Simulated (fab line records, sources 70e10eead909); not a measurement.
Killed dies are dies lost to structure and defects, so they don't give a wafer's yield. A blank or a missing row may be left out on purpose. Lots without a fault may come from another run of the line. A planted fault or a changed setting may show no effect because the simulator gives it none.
fab line records | flow nand_harc
record lots=12 wafers=36 last_day=25
route steps=1159 shown P_M0@275 THIN_TSV@1129 END@1158
lots that met no fault: from a run of the same line without faults
start_h: hours from the record's first day to the start of the lot's first wafer shown | wait_h: hours since the lot's step before | " the same as in the row above | L1.1+2: a row that stands for several wafers | - no value, or no start given | * or withheld: withheld | < > ~ a bound
route shown NAME@n: a module of which the file shows steps, and the number in the route of the first | usual: mean/standard deviation of fault-free wafers | same: alike in all rows | chamber/n: place in a boat | sites: the reading at each site | _std_site: their standard deviation | _edge_site: outer sites' mean less inner sites' | radius_mm: how far each site lies from the wafer's centre | mask NAME#n: copy n | behind: the tool/chamber that last shaped the wafer | hold: why the lot was held/for how many hours/how that ended | device: the transistor (n, p or np) that didn't switch | end of line: the same wafers' tests at the end of the route | a step without rows: its recipe alone | killed: dies lost to structure and defects at the first sort, not the wafer's yield | map: a wafer's dies, x killed, . not, _ none there
set.NAME: the setting as run; set.NAME@STEP: as run at that earlier step | model.NAME: the simulator's own value behind a step, which no gauge read
steps of the route over a sample of lots; a table a step, a row a wafer
services: from which hour (start_h, from the record's first day; less than 0 if before it) a tool's chamber was out of use, for how many hours, and why
## steps
# step NHARC_P_M0_PVD_21
# recipe target_thk_a=300 chamber_pressure_pa=5 power_w=5000 substrate_temp_c=30 time_s=20.49 material=Cu
# usual throttle_valve_pct=29.9/1.1
# columns lot.wafer tool chamber start_h wait_h throttle_valve_pct
L404.2 pvd_sputter-03 - 126.52 - 29.6
L404.1 " - " " 31.2
L404.5 " - " " 29.7
L407.4 pvd_sputter-02 - 135.43 - 28.5
L407.6 " - " " 31.3
L407.5 " - " " 28.3
L406.3 pvd_sputter-01 - 136.06 - 29.8
L406.4 " - " " 28.3
L406.5 " - " " 29.7
L409.1 pvd_sputter-01 - 141.74 - 28.4
L409.4 " - " " 30.0
L409.5 " - " " 29.7
L411.1 pvd_sputter-03 - 155.80 - 29.7
L411.3 " - " " 31.3
L411.6 " - " " 29.6
L410.1 pvd_sputter-02 - 156.82 - 29.8
L410.3 " - " " 31.1
L410.4 " - " " 28.3
L418.1 pvd_sputter-03 - 195.55 - 29.8
L418.3 " - " " 29.8
L418.5 " - " " 29.3
L421.4 pvd_sputter-01 - 221.49 - 28.9
L421.5 " - " " 29.0
L421.6 " - " " 29.0
L422.1 pvd_sputter-03 - 221.96 - 31.3
L422.2 " - " " 29.4
L422.3 " - " " 29.7
L423.3 pvd_sputter-03 - 225.89 - 29.9
L423.2 " - " " 31.1
L423.6 " - " " 30.0
L426.2 pvd_sputter-03 - 248.80 - 31.4
L426.3 " - " " 29.7
L426.1 " - " " 29.7
L427.4 pvd_sputter-02 - 249.16 - 27.1
L427.3 " - " " 32.0
L427.6 " - " " 29.4
# step NHARC_THIN_TSV_PVD_19
# recipe target_thk_a=200 chamber_pressure_pa=5 material=TaN
# usual throttle_valve_pct=29.9/1
# columns lot.wafer tool chamber start_h wait_h throttle_valve_pct
L404.1 pvd_sputter-03 - - - 31.8
L404.2 " - " " 29.6
L404.5 " - " " 29.6
L406.3 pvd_sputter-03 - - - 29.6
L406.4 " - " " 29.5
L406.5 " - " " 29.5
L407.4 pvd_sputter-02 - - - 30.9
L407.6 " - " " 28.0
L407.5 " - " " 29.4
L409.4 pvd_sputter-02 - - - 30.5
L409.1 " - " " 28.0
L409.5 " - " " 30.5
L411.1 pvd_sputter-01 - - - 28.6
L411.3 " - " " 30.8
L411.6 " - " " 27.9
L410.3 pvd_sputter-02 - - - 30.4
L410.1 " - " " 31.2
L410.4 " - " " 27.9
L418.3 pvd_sputter-03 - - - 29.5
L418.1 " - " " 29.8
L418.5 " - " " 30.5
L422.3 pvd_sputter-02 - - - 30.3
L422.2 " - " " 31.1
L422.1 " - " " 29.5
L421.6 pvd_sputter-02 - - - 29.7
L421.5 " - " " 30.3
L423.2 pvd_sputter-03 - - - 30.3
L423.3 " - " " 31.6
L423.6 " - " " 30.4
L426.1 pvd_sputter-03 - - - 31.7
L426.2 " - " " 29.3
L426.3 " - " " 30.1
L427.3 pvd_sputter-03 - - - 30.1
L427.4 " - " " 31.5
L427.6 " - " " 29.6
# step NHARC_THIN_TSV_PVD_51
# recipe target_thk_a=1000 chamber_pressure_pa=5 material=Cu
# usual throttle_valve_pct=29.9/1
# columns lot.wafer tool chamber start_h wait_h throttle_valve_pct
L404.2 pvd_sputter-03 - - - 30.1
L404.1 " - " " 31.8
L404.5 " - " " 30.3
L406.4 pvd_sputter-03 - - - 29.4
L406.3 " - " " 29.7
L406.5 " - " " 30.5
L407.4 pvd_sputter-02 - - - 28.1
L407.6 " - " " 29.3
L407.5 " - " " 30.5
L409.1 pvd_sputter-02 - - - 29.4
L409.4 " - " " 30.3
L409.5 " - " " 30.6
L411.1 pvd_sputter-01 - - - 31.0
L411.3 " - " " 28.1
L411.6 " - " " 30.2
L410.4 pvd_sputter-02 - - - 28.3
L410.1 " - " " 29.0
L410.3 " - " " 30.7
L418.1 pvd_sputter-03 - - - 30.2
L418.3 " - " " 31.7
L418.5 " - " " 30.2
L422.3 pvd_sputter-02 - - - 30.5
L422.2 " - " " 28.0
L422.1 " - " " 29.0
L421.6 pvd_sputter-02 - - - 29.3
L421.5 " - " " 30.4
L423.2 pvd_sputter-03 - - - 29.7
L423.3 " - " " 30.0
L423.6 " - " " 29.7
L426.2 pvd_sputter-03 - - - 31.9
L426.3 " - " " 29.0
L426.1 " - " " 29.6
L427.3 pvd_sputter-03 - - - 29.7
L427.4 " - " " 30.4
L427.6 " - " " 29.7
# step NHARC_END_WLT_00
# usual VT_DECK1_BOTTOM=0.871/0.0078 VT_DECK1_BOTTOM_INNER=0.872/0.0086 VT_DECK1_MEDIAN_NEAR_BOTTOM=0.873/0.0083 VT_DECK1_MEDIAN_NEAR_BOTTOM_INNER=0.873/0.0076 VT_DECK1_MIDDLE=0.884/0.0071 VT_DECK1_MIDDLE_INNER=0.884/0.0074 VT_DECK1_TOP=0.895/0.007 VT_DECK1_TOP_INNER=0.894/0.0077
# columns lot.wafer tool chamber start_h wait_h VT_DECK1_BOTTOM VT_DECK1_BOTTOM_INNER VT_DECK1_MEDIAN_NEAR_BOTTOM VT_DECK1_MEDIAN_NEAR_BOTTOM_INNER VT_DECK1_MIDDLE VT_DECK1_MIDDLE_INNER VT_DECK1_TOP VT_DECK1_TOP_INNER
L404.1 prober-02 - 445.51 0.1 0.868 0.866 0.870 0.870 0.875 0.881 0.886 0.891
L404.2 " - " " 0.863 0.870 0.867 0.875 0.879 0.883 0.887 0.884
L404.5 " - 447.53 2.1 0.866 0.867 0.870 0.864 0.874 0.876 0.887 0.890
L406.3 prober-02 - 454.27 8.8 0.851 0.853 0.855 0.862 0.870 0.861 0.877 0.880
L406.4 " - " " 0.862 0.863 0.866 0.861 0.872 0.863 0.889 0.884
L406.5 " - " " 0.847 0.847 0.853 0.858 0.867 0.864 0.880 0.878
L407.4 prober-01 - 454.95 6.0 0.885 0.869 0.863 0.878 0.885 0.885 0.896 0.886
L407.5 " - " " 0.877 0.869 0.874 0.880 0.884 0.884 0.899 0.899
L407.6 " - " " 0.874 0.870 0.881 0.865 0.885 0.895 0.891 0.894
L409.1 prober-02 - 465.77 0.1 0.874 0.876 0.880 0.879 0.887 0.891 0.899 0.902
L409.4 " - 467.29 1.6 0.880 0.882 0.873 0.876 0.884 0.887 0.900 0.901
L409.5 " - " " 0.870 0.868 0.874 0.871 0.888 0.882 0.904 0.900
L411.1 prober-01 - 474.01 0.0 0.870 0.869 0.864 0.863 0.882 0.881 0.890 0.887
L411.3 " - " " 0.873 0.872 0.869 0.872 0.877 0.881 0.892 0.884
L411.6 " - 476.49 2.5 0.866 0.863 0.874 0.871 0.878 0.888 0.884 0.889
L410.1 prober-02 - 474.03 0.1 0.876 0.862 0.864 0.871 0.878 0.879 0.894 0.891
L410.3 " - " " 0.872 0.867 0.870 0.870 0.881 0.876 0.893 0.888
L410.4 " - " " 0.865 0.872 0.878 0.866 0.882 0.886 0.888 0.889
L418.1 prober-02 - 502.99 0.0 0.873 0.864 0.872 0.873 0.881 0.884 0.898 0.893
L418.3 " - 503.99 1.0 0.877 0.882 0.874 0.872 0.882 0.887 0.893 0.904
L418.5 " - 504.99 2.1 0.864 0.860 0.868 0.872 0.883 0.882 0.901 0.900
L422.1 prober-02 - 557.97 7.9 0.866 0.869 0.867 0.866 0.886 0.888 0.902 0.890
L422.2 " - " " 0.871 0.868 0.878 0.871 0.880 0.884 0.896 0.901
L422.3 " - " " 0.868 0.876 0.868 0.868 0.880 0.889 0.900 0.890
L421.5 prober-01 - 560.01 9.9 0.882 0.881 0.883 0.887 0.884 0.885 0.899 0.896
L421.6 " - " " 0.871 0.869 0.875 0.872 0.887 0.886 0.902 0.899
L426.1 prober-01 - 565.82 3.7 0.866 0.873 0.868 0.867 0.886 0.885 0.902 0.904
L426.2 " - " " 0.866 0.870 0.865 0.875 0.884 0.886 0.899 0.896
L426.3 " - " " 0.872 0.874 0.880 0.882 0.886 0.888 0.893 0.899
L423.2 prober-02 - 566.22 10.7 0.868 0.882 0.878 0.872 0.886 0.887 0.883 0.898
L423.3 " - " " 0.863 0.858 0.868 0.872 0.881 0.893 0.904 0.894
L423.6 " - 568.23 12.7 0.878 0.866 0.865 0.872 0.891 0.893 0.894 0.908
L427.3 prober-02 - 582.23 2.7 0.871 0.873 0.880 0.878 0.898 0.889 0.906 0.910
L427.4 " - " " 0.872 0.873 0.878 0.881 0.902 0.897 0.906 0.909
L427.6 " - 583.74 4.2 0.884 0.885 0.877 0.882 0.895 0.890 0.902 0.905
# step NHARC_END_SORT_01
# recipe temp_c=25
# usual defect_limited_yield=95.3/1.7 killed_at_array=28/11 killed_at_other=0.8/1.1 killed_at_periphery=3.3/2.8 killed_dies=32/11 killed_open=3.3/1.9 killed_short=1.9/1.4 sort_bin_2_pct=1.4/0.68 sort_bin_3_pct=0.25/0.24 sort_bin_4_pct=3.0/1.1 sort_n_pass=645/11 sort_rim_yield_pct=95.3/2.5 sort_yield_pct=95.3/1.7
# same gross_dies=677 sort_bin_5_pct[%]=0 sort_bin_6_pct[%]=0 sort_bin_7_pct[%]=0 sort_bin_8_pct[%]=0 sort_rim_n_gross=106.00
# columns lot.wafer tool chamber start_h wait_h defect_limited_yield[%] killed_at_array killed_at_other killed_at_periphery killed_dies killed_open killed_short sort_bin_2_pct[%] sort_bin_3_pct[%] sort_bin_4_pct[%] sort_n_pass sort_rim_yield_pct[%] sort_yield_pct[%]
L407.4 prober-01 0 458.83 3.4 94.5 27 0 10 37 1 2 1.6 0.15 3.7 640 94.3 94.5
L407.5 prober-01 0 459.62 3.7 95.7 19 1 9 29 3 0 1.3 0.15 2.8 648 96.2 95.7
L407.6 prober-01 0 460.41 4.0 94.8 23 0 12 35 1 3 1.6 0.30 3.2 642 95.3 94.8
L422.1 prober-02 0 560.97 2.5 93.8 40 1 1 42 3 0 1.8 0.30 4.1 635 94.3 93.8
L422.2 prober-02 0 561.76 2.8 94.1 39 1 0 40 1 1 2.5 0 3.4 637 93.4 94.1
L422.3 prober-02 0 562.55 3.1 93.9 41 0 0 41 2 2 2.1 0.30 3.7 636 95.3 93.9
L421.4 prober-01 0 563.42 3.4 0 23 4 650 677 2 3 96.8 0.30 3.0 0 0 0
L421.5 prober-01 0 564.22 3.7 95.3 29 1 2 32 5 1 1.0 0.30 3.4 645 95.3 95.3
L421.6 prober-01 0 565.02 4.0 95.7 24 2 3 29 4 4 1.3 0.15 2.8 648 98.1 95.7
L423.2 prober-02 0 569.52 2.8 98.1 13 0 0 13 2 2 0.1 0 1.8 664 98.1 98.1
L423.3 prober-02 0 570.32 3.1 97.3 14 2 2 18 6 1 0.6 0.15 1.9 659 95.3 97.3
L423.6 prober-02 0 572.71 4.0 97.9 10 2 2 14 1 1 0.7 0.15 1.2 663 96.2 97.9
L427.3 prober-02 0 585.83 3.1 91.9 46 5 4 55 4 3 2.7 0.15 5.3 622 95.3 91.9
L427.4 prober-02 0 586.62 3.4 92.9 44 2 2 48 2 2 2.2 0.44 4.4 629 91.5 92.9
L427.6 prober-02 0 588.21 4.0 93.1 43 0 4 47 4 1 2.5 0.15 4.3 630 94.3 93.1
# killed by level:class
L407.4 A_CHANNEL_HOLE_D1:chamber_film_flake=10 A_SLIT:chamber_film_flake=8 A_WL_FILL:chamber_film_flake=4 P_M0:chamber_film_flake=3 P_BONDPAD:chamber_film_flake=3 P_STI:chamber_film_flake=2 A_CONTACT:chamber_film_flake=2 P_M0:geometric_particle:open=1
L407.5 A_SLIT:chamber_film_flake=8 A_CHANNEL_HOLE_D1:chamber_film_flake=6 P_BONDPAD:chamber_film_flake=5 A_M0:geometric_particle:open=2 A_CONTACT:chamber_film_flake=2 P_M1:geometric_particle:open=1 P_ZERO_WELL:chamber_film_flake=1 P_STI:chamber_film_flake=1
L407.6 A_CHANNEL_HOLE_D1:chamber_film_flake=11 A_SLIT:chamber_film_flake=8 P_STI:chamber_film_flake=4 A_CHANNEL_FILL_D1:geometric_particle:short=3 P_M0:chamber_film_flake=3 P_BONDPAD:chamber_film_flake=3 A_CONTACT:geometric_particle:open=1 P_ZERO_WELL:chamber_film_flake=1
L422.1 A_CHANNEL_HOLE_D1:chamber_film_flake=23 A_SLIT:chamber_film_flake=12 A_STAIRCASE:chamber_film_flake=2 P_GATE:geometric_particle:open=1 A_SOURCE_PLATE:geometric_particle:open=1 A_CONTACT:geometric_particle:open=1 A_WL_FILL:chamber_film_flake=1 THIN_TSV:chamber_film_flake=1
L422.2 A_CHANNEL_HOLE_D1:chamber_film_flake=20 A_SLIT:chamber_film_flake=13 A_CONTACT:chamber_film_flake=4 A_STAIRCASE:geometric_particle:short=1 A_CONTACT:geometric_particle:open=1 THIN_TSV:chamber_film_flake=1
L422.3 A_CHANNEL_HOLE_D1:chamber_film_flake=19 A_SLIT:chamber_film_flake=11 A_CONTACT:chamber_film_flake=4 A_STAIRCASE:chamber_film_flake=2 A_ONON_D1:geometric_particle:short=1 A_CHANNEL_FILL_D1:geometric_particle:open=1 A_WL_FILL:geometric_particle:short=1 A_CONTACT:geometric_particle:open=1
L421.4 P_M0:area_pvd=644 A_STAIRCASE:chamber_film_flake=8 A_CHANNEL_HOLE_D1:chamber_film_flake=6 P_M1:chamber_film_flake=6 THIN_TSV:chamber_film_flake=4 A_WL_FILL:chamber_film_flake=2 A_ONON_D1:geometric_particle:open=1 A_ONON_D1:geometric_particle:short=1
L421.5 A_STAIRCASE:chamber_film_flake=12 A_CHANNEL_HOLE_D1:chamber_film_flake=9 A_M0:geometric_particle:open=2 A_CONTACT:chamber_film_flake=2 A_CHANNEL_FILL_D1:geometric_particle:open=1 A_WL_FILL:geometric_particle:short=1 A_WL_FILL:geometric_particle:open=1 A_CONTACT:geometric_particle:open=1
L421.6 A_STAIRCASE:chamber_film_flake=10 A_CHANNEL_HOLE_D1:chamber_film_flake=7 A_WL_FILL:geometric_particle:short=2 P_M0:geometric_particle:open=1 A_ONON_D1:geometric_particle:open=1 A_SLIT:geometric_particle:open=1 A_CONTACT:geometric_particle:open=1 A_M0:geometric_particle:short=1
L423.2 A_CHANNEL_HOLE_D1:chamber_film_flake=6 A_CONTACT:chamber_film_flake=2 A_CHANNEL_FILL_D1:geometric_particle:open=1 A_WL_FILL:geometric_particle:short=1 A_CONTACT:geometric_particle:open=1 A_BLC:geometric_particle:short=1 A_SLIT:chamber_film_flake=1
L423.3 A_CHANNEL_HOLE_D1:chamber_film_flake=6 A_CONTACT:geometric_particle:open=3 P_GATE:geometric_particle:open=2 A_CONTACT:chamber_film_flake=2 THIN_TSV:chamber_film_flake=2 A_CHANNEL_FILL_D1:geometric_particle:short=1 A_SLIT:geometric_particle:open=1 A_STAIRCASE:chamber_film_flake=1
L423.6 A_CHANNEL_HOLE_D1:chamber_film_flake=6 A_CONTACT:chamber_film_flake=2 THIN_TSV:chamber_film_flake=2 P_CONTACT:geometric_particle:short=1 A_M1:geometric_particle:open=1 P_GATE:chamber_film_flake=1 A_STAIRCASE:chamber_film_flake=1
L427.3 A_CHANNEL_HOLE_D1:chamber_film_flake=21 A_SLIT:chamber_film_flake=16 THIN_TSV:chamber_film_flake=5 A_CONTACT:chamber_film_flake=4 A_WL_FILL:geometric_particle:open=2 P_CONTACT:geometric_particle:short=1 P_M0:geometric_particle:open=1 P_M2:geometric_particle:short=1
L427.4 A_CHANNEL_HOLE_D1:chamber_film_flake=22 A_SLIT:chamber_film_flake=11 A_WL_FILL:chamber_film_flake=4 A_CONTACT:chamber_film_flake=3 THIN_TSV:chamber_film_flake=2 P_M0:geometric_particle:open=1 A_SGD_CUT:geometric_particle:short=1 A_WL_FILL:geometric_particle:short=1
L427.6 A_CHANNEL_HOLE_D1:chamber_film_flake=21 A_SLIT:chamber_film_flake=10 A_CONTACT:chamber_film_flake=6 A_STAIRCASE:chamber_film_flake=2 P_M0:geometric_particle:open=1 A_CHANNEL_HOLE_D1:geometric_particle:short=1 A_CHANNEL_FILL_D1:geometric_particle:open=1 A_WL_FILL:geometric_particle:open=1
## services
# columns tool chamber start_h hours kind
pvd_sputter-01 - 158.83 10.0 pm
pvd_sputter-02 - 206.10 2.2 repair
pvd_sputter-03 - 207.74 10.3 repair
pvd_sputter-02 - 214.00 10.0 pm
pvd_sputter-01 - 240.30 3.6 repair
pvd_sputter-01 - 252.22 3.2 repair
pvd_sputter-01 - 262.63 4.5 repair
pvd_sputter-03 - 268.98 3.2 repair
pvd_sputter-03 - 280.08 10.0 pm
pvd_sputter-01 - 336.83 10.0 pm
pvd_sputter-02 - 347.36 5.8 repair
pvd_sputter-02 - 392.00 10.0 pm
pvd_sputter-03 - 392.81 0.6 repair
pvd_sputter-03 - 453.96 1.3 repair
pvd_sputter-03 - 458.08 10.0 pm
pvd_sputter-01 - 475.15 3.3 repair
pvd_sputter-01 - 514.83 10.0 pm
pvd_sputter-01 - 540.76 12.0 repair
pvd_sputter-02 - 570.00 10.0 pm
## key
first_sign step=NHARC_END_SORT_01 reading=killed_at_periphery direction=up sigmas=99+ usual=3.3 struck=650
effect step=NHARC_END_SORT_01 reading=sort_bin_2_pct direction=up sigmas=99+ usual=1.4 struck=96.8
more_kills_born_at NHARC_P_M0_PVD_21@pvd_sputter-01=644
met_at NHARC_P_M0_PVD_21
struck_lots L421
struck_wafers L421.4
later_rows_left_out L421.4
not_acting_at NHARC_THIN_TSV_PVD_19,NHARC_THIN_TSV_PVD_51,NHARC_END_WLT_00
onset_between 141.74 221.49
fault kind=process_parameter_drift tool=pvd_sputter-01 chamber=- onset_h=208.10 steps=NHARC_P_M0_PVD_21 channel=target_thk_a offset=* shape=step end_h=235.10 scope=struck_wafers_only acts_in=* stated=*
# later_rows_left_out: the simulator's readings of these wafers behind a module that went badly wrong aren't trusted and aren't shown, but for the sort
